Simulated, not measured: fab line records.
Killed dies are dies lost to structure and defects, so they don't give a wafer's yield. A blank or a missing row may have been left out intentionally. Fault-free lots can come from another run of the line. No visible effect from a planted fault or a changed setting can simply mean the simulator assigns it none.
A lot that was struck, set against a sound lot ; flow nandHarc ; 15 out of 1302 route steps
Sound: wafers L255.1, L255.4, L255.5. Wafers L267.3, L267.5, L267.6 were the ones struck. The cause is given at the end.
Order at every step that has rows: each side's tool, ch and its chambers, its first start. Under that, the readings that differ: sound wafers ; struck wafers ; difference of the means ; sigmas: that difference in standard deviations of wafers without a fault.
alike: same words and numbers on both sides, and readings whose means sit less than 2 such deviations apart. not compared: any withheld reading, any reading some wafer has no value for, any bound like >300 that may hide the same value, and any number with overlapping values for which the record gives no deviation.
A row with sigmas, a row that says differs or no value, or rows on one side alone: a step with any of these is where the two part. Numbers that have no deviation but don't overlap get no sigmas and don't part them. A reading that every wafer of one side lacks parts them only if that side has two wafers or more.

first, 3 steps without rows for these wafers: NHARC_A_CONTACT_ETCH_113 (etches the open film in C4F8/O2/Ar, time 190 s, target depth 1850 nm); NHARC_A_CONTACT_ETCH_114 (etches the open film in C4F8/O2/Ar, time 190 s, target depth 1850 nm); NHARC_A_CONTACT_ETCH_115 (etches the open film in C4F8/O2/Ar, time 190 s, target depth 1850 nm).
NHARC_A_CONTACT_ETCH_116: etches the open film in C4F8/O2/Ar, time 190 s, target depth 1850 nm.
  sound on harCapEtch-01 ch 1, day 24 06:34; struck on harCapEtch-02 ch 0,1, day 29 14:11
  alike: runLengthS
  not compared: rfHoursCounterH
then, 2 steps without rows for these wafers: NHARC_A_CONTACT_ETCH_117 (etches the open film in C4F8/O2/Ar, time 190 s, target depth 1850 nm); NHARC_A_CONTACT_ETCH_118 (etches the open film in C4F8/O2/Ar, time 190 s, target depth 1850 nm).
NHARC_A_CONTACT_ETCH_119: etches the open film in C4F8/O2/Ar, time 190 s, target depth 1850 nm.
  sound on harCapEtch-01 ch 1, day 24 07:04; struck on harCapEtch-02 ch 0,1, day 29 14:41
  alike: runLengthS
  not compared: rfHoursCounterH
NHARC_A_CONTACT_ETCH_120: etches the open film in C4F8/O2/Ar, time 190 s, target depth 1850 nm.
  sound on harCapEtch-01 ch 1, day 24 07:14; struck on harCapEtch-02 ch 0,1, day 29 14:52
  alike: runLengthS
  not compared: rfHoursCounterH
NHARC_A_CONTACT_ETCH_121: etches the open film in C4F8/O2/Ar, time 190 s, target depth 1850 nm.
  sound on harCapEtch-01 ch 1, day 24 07:25; struck on harCapEtch-02 ch 0,1, day 29 15:02
  alike: runLengthS
  not compared: rfHoursCounterH
then, 2 steps without rows for these wafers: NHARC_A_CONTACT_ETCH_122 (etches the open film in C4F8/O2/Ar, time 190 s, target depth 1850 nm); NHARC_A_CONTACT_ETCH_123 (etches the open film in C4F8/O2/Ar, time 490 s, target depth 2110 nm).
NHARC_A_CONTACT_ETCH_90: etches the open film in CH3F/O2, target depth 40 nm, time 85.7 s.
  sound on rieDiel-13 ch 1,2,3, day 24 08:41; struck on rieDiel-07 ch 0,1,2, day 29 16:19
  alike: drypumpMotorCurrentA, oesProductAu, rfVppV, runLengthS, showerheadPlenumPTorr, throttleValvePct
  not compared: rfHoursCounterH
NHARC_A_CONTACT_ETCH_96: etches the open film in C4F6/O2, target depth 20 nm, time 10 s.
  sound on rieDiel-13 ch 0,3, day 24 08:50; struck on rieDiel-07 ch 2,3, day 29 16:25
reading;sound;struck;difference;sigmas
runLengthS (s);31.0 31.2 30.9;27.1 28.1 27.2;-3.6;-9
  alike: drypumpMotorCurrentA, oesProductAu, rfVppV, showerheadPlenumPTorr, throttleValvePct
  not compared: rfHoursCounterH
NHARC_A_CONTACT_CD_MEAS_53:
  sound on cdSem-02, day 24 08:55; struck on cdSem-03, day 29 16:29
  alike: cdNm
-- the record jumps here: 3 days lie between the struck wafers' starts before and after (it left off in module A_CONTACT and takes up again in module END, whose first step shown is number 1302 of the route) --
NHARC_END_SORT_01:
  here the record holds rows for the struck wafers (prober-01 ch 0, day 32 09:04) but none for the sound ones

## WHERE THEY PART
Earliest at NHARC_A_CONTACT_ETCH_96; latest, in this record, at NHARC_END_SORT_01.

WHY: the cause the simulator had injected
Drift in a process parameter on rieDiel-07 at NHARC_A_CONTACT_ETCH_96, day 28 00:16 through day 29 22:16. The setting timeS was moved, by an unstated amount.
